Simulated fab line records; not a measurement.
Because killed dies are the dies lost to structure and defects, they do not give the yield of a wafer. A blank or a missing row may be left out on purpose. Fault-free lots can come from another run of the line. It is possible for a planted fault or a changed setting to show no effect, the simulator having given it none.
What tool caused it? | flow n5_finfet | 10 lots with 30 wafers sampled at 2 steps, on a route of 1938 steps

WHAT EACH GAUGE READ, for each wafer
N5_BEOL_M15_OVL_MEAS_29.
lot  | measured     | on         | M15_OVL (nm)
L076 | day 11 04:45 | overlay-01 | -3 -4 -1
L078 | day 12 13:18 | overlay-02 | -7 -5 0
L081 | day 12 18:20 | overlay-02 | -8 -3 4
L083 | day 13 15:34 | overlay-02 | -5 -3 0
L086 | day 14 05:13 | overlay-01 | -2 -2 3
L085 | day 14 22:15 | overlay-02 | 5 -1 1
L091 | day 15 16:08 | overlay-01 | 1 -3 -2
L090 | day 16 07:39 | overlay-02 | -15 -2 -11
L094 | day 16 21:37 | overlay-02 | 5 -3 1
L096 | day 17 07:52 | overlay-02 | -4 8 4

WHICH TOOL RAN EACH LOT (tool, then ch and the chambers of the sampled wafers, then the start)
lot  | N5_BEOL_M14_ETCH_67
L076 | rie_diel-05 ch 1,2,3, day 10 23:19
L078 | rie_diel-04 ch 0,1,2, day 12 06:45
L081 | rie_diel-04 ch 0,1, day 12 11:17
L083 | rie_diel-02 ch 0,1,2, day 13 09:23
L086 | rie_diel-04 ch 0,2, day 13 20:43
L085 | rie_diel-04 ch 0,1,2, day 14 14:10
L091 | rie_diel-05 ch 1,3, day 15 10:49
L090 | rie_diel-02 ch 2,3, day 16 00:20
L094 | rie_diel-04 ch 0,1,3, day 16 17:12
L096 | rie_diel-04 ch 2,3, day 17 02:06
- N5_BEOL_M14_ETCH_67: etches SiARC in CF4, target depth 143 nm, time 238.3 s.

THE ANSWER, worked out from the rows above alone
Rule: the usual values come from the lots themselves. Put in order of their means at a reading, lots are off if they are a third of the lots or fewer, leave a main group of 4 or more, and stand apart from it by a gap of 3 or more times the standard deviation of the main group's means; of several such gaps the widest counts. A main group whose means are all the same, to the digits that the tables above print for the reading, isn't used. Also off: a lot with no number at a reading for which 4 or more lots have one. The other lots that the step has rows for count as sound.
Nothing can be told from this: no lot is off at any reading shown.

WHAT THE SIMULATOR PUT IN
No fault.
